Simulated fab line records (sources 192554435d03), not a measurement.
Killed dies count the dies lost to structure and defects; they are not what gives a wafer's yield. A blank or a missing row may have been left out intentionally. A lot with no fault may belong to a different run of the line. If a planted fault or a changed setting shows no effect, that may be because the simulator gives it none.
Matching of chambers | flow n5_finfet | 4 sister chambers for N5_MOL_CONTACT_COAG_ETCH_106 on rie_diel-06
The step etches SOC in N2/H2, target depth 80 nm, overetch 16 nm, time 120 s. 8 wafers are shown with their chamber, then 10 later ones without.

== EACH WAFER AND ITS CHAMBER ==
wafer  | chamber | showerhead_plenum_p_Torr (Torr) | drypump_motor_current_A (A)
L084.4 | 3       | 2.61                            | 5.29
L084.6 | 3       | 2.61                            | 5.27
L089.2 | 0       | 2.71                            | 5.63
L090.2 | 1       | 2.47                            | 5.64
L090.3 | 2       | 2.69                            | 5.73
L090.4 | 0       | 2.70                            | 5.58
L091.3 | 2       | 2.69                            | 5.76
L091.4 | 1       | 2.47                            | 5.65

== WAFERS WITHOUT THEIR CHAMBER ==
wafer  | showerhead_plenum_p_Torr (Torr) | drypump_motor_current_A (A)
L091.6 | 2.69                            | 5.75
L092.4 | 2.47                            | 5.63
L092.5 | 2.70                            | 5.61
L092.6 | 2.60                            | 5.28
L093.1 | 2.70                            | 5.60
L093.2 | 2.69                            | 5.77
L093.4 | 2.47                            | 5.63
L094.1 | 2.70                            | 5.56
L094.2 | 2.60                            | 5.28
L094.3 | 2.69                            | 5.74

== EACH ONE'S CHAMBER ==
wafer  | from the rows above | in truth
L091.6 | 2                   | 2
L092.4 | 1                   | 1
L092.5 | 0                   | 0
L092.6 | 3                   | 3
L093.1 | 0                   | 0
L093.2 | 2                   | 2
L093.4 | 1                   | 1
L094.1 | 0                   | 0
L094.2 | 3                   | 3
L094.3 | 2                   | 2
Placed correctly: 10 of 10. From these rows, 0 cannot be placed. Number placed wrongly: 0.
How it was worked out, from the rows above alone: a wafer's distance from a chamber is the root of the sum, over the readings, of the square of ((its reading less the chamber's mean) divided by the reading's scatter). If the next closest chamber is less than 2 further off than the closest, the wafer can't be placed; otherwise it belongs to the closest. For every chamber, the mean is computed from those of its wafers that are shown. The scatter is the square root of a quotient: the sum, over the shown wafers, of each reading's squared deviation from its chamber's mean, divided by wafers minus chambers.
